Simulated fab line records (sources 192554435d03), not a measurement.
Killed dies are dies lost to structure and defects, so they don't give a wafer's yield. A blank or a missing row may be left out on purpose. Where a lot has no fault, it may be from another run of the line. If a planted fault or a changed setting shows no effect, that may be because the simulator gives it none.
Check for tools in common    flow n5Finfet    Sampled: 10 lots, 27 wafers

WHY THIS WAS OPENED
At N5_BEOL_M4_RC_MEAS_101 the reading IOFF_P_LONG is flagged on 2 of 10 lots. Fault-free wafers read 0.000107 nA/um, with a standard deviation of 6e-06.
Rule: a lot is flagged when every wafer of it that has a number lies more than 4 standard deviations from that mean, or none has a number. The other lots count as sound.

lot   measured      on         IOFF_P_LONG (nA/um), wafer by wafer  flag
L950  day 7 14:05   prober-01  0.000106 0.000106 0.000106           
L951  day 8 04:02   prober-02  0.00011 0.000111 0.000112            
L954  day 8 20:59   prober-01  9.9e-05 9.5e-05 9.7e-05              
L956  day 9 11:49   prober-01  0.000191 0.000189                    FLAGGED
L957  day 10 10:01  prober-02  0.000168                             FLAGGED
L961  day 10 17:22  prober-02  0.000103 0.000106 0.000107           
L966  day 12 05:11  prober-02  0.000106 0.000111 0.000109           
L968  day 12 16:58  prober-01  0.000105 0.000105 0.000105           
L970  day 12 22:19  prober-02  0.00011 0.000108 0.000106            
L972  day 13 14:47  prober-02  0.000105 0.000104 0.000106           
The mean of the flagged lots' numbers is 0.000183 nA/um, +0.000076 nA/um from the usual (+13 standard deviations).

WHICH TOOL RAN EACH LOT
The record holds 3 process steps before the reading, out of a route of 1938 steps. Each cell gives the tool, then ch followed by the chambers the sampled wafers passed through, then the start.
lot   flag     N5_HKMG_FIN_ALD_74              N5_BEOL_M4_ANNEAL_80         N5_BEOL_M4_ANNEAL_89
L950           aldHk-01 ch 0,2,3, day 3 21:03  pvdSputter-02, day 7 11:13   pvdSputter-02, day 7 11:52
L951           aldHk-01 ch 0,1, day 4 06:16    pvdSputter-02, day 8 01:02   pvdSputter-02, day 8 01:42
L954           aldHk-01 ch 0,1,3, day 5 00:32  pvdSputter-02, day 8 18:26   pvdSputter-02, day 8 19:05
L956  FLAGGED  aldHk-01 ch 1,2, day 5 12:59    pvdSputter-02, day 9 09:05   pvdSputter-02, day 9 09:44
L957  FLAGGED  aldHk-01 ch 2, day 5 17:52      pvdSputter-02, day 10 06:45  pvdSputter-02, day 10 07:25
L961           aldHk-03 ch 0,1, day 7 00:00    pvdSputter-02, day 10 14:39  pvdSputter-02, day 10 15:19
L966           aldHk-02 ch 0,1,2, day 8 08:51  pvdSputter-03, day 12 02:26  pvdSputter-03, day 12 03:06
L968           aldHk-02 ch 0,1,2, day 8 21:24  pvdSputter-03, day 12 14:21  pvdSputter-03, day 12 15:01
L970           aldHk-01 ch 2,3, day 9 05:01    pvdSputter-02, day 12 19:37  pvdSputter-02, day 12 20:16
L972           aldHk-01 ch 0,1,3, day 9 17:41  pvdSputter-03, day 13 12:14  pvdSputter-03, day 13 12:53
What these steps do:
- N5_HKMG_FIN_ALD_74: deposits La2O3, target thk 0.5 nm, pulse time 6 s, co reactant pulse time 1 s.
- N5_BEOL_M4_ANNEAL_80: time 240 s.
- N5_BEOL_M4_ANNEAL_89: time 240 s.
- N5_BEOL_M4_RC_MEAS_101

FLAGGED OVER TOTAL, TOOL BY TOOL (the gauges that took the reading come last)
step                    tool           lots run  flagged  share of the flagged lots  sound lots run after its first flagged lot
N5_HKMG_FIN_ALD_74      aldHk-01       7         2        all                        2 (L970,L972)
N5_HKMG_FIN_ALD_74      aldHk-02       2         0        none                       -
N5_HKMG_FIN_ALD_74      aldHk-03       1         0        none                       -
N5_BEOL_M4_ANNEAL_80    pvdSputter-02  7         2        all                        2 (L961,L970)
N5_BEOL_M4_ANNEAL_80    pvdSputter-03  3         0        none                       -
N5_BEOL_M4_ANNEAL_89    pvdSputter-02  7         2        all                        2 (L961,L970)
N5_BEOL_M4_ANNEAL_89    pvdSputter-03  3         0        none                       -
N5_BEOL_M4_RC_MEAS_101  prober-01      4         1        some                       1 (L968)
N5_BEOL_M4_RC_MEAS_101  prober-02      6         1        some                       4 (L961,L966,L970,L972)

WHAT IS ALLOWED BY THE TABLE
3 rows of the table ran every flagged lot: aldHk-01 at N5_HKMG_FIN_ALD_74, pvdSputter-02 at N5_BEOL_M4_ANNEAL_80, pvdSputter-02 at N5_BEOL_M4_ANNEAL_89.
- aldHk-01 at N5_HKMG_FIN_ALD_74: 2 of its 7 lots flagged. Sound lots ran on it after the first flagged one (L970, L972), which a lasting fault on the whole tool wouldn't allow.
- pvdSputter-02 at N5_BEOL_M4_ANNEAL_80: 2 of its 7 lots flagged. Sound lots ran on it after the first flagged one (L961, L970), which a lasting fault on the whole tool wouldn't allow.
- pvdSputter-02 at N5_BEOL_M4_ANNEAL_89: 2 of its 7 lots flagged. Sound lots ran on it after the first flagged one (L961, L970), which a lasting fault on the whole tool wouldn't allow.
Every row of the table either missed a flagged lot or ran a sound lot after the first.

WHAT THE SIMULATOR HAD INSERTED
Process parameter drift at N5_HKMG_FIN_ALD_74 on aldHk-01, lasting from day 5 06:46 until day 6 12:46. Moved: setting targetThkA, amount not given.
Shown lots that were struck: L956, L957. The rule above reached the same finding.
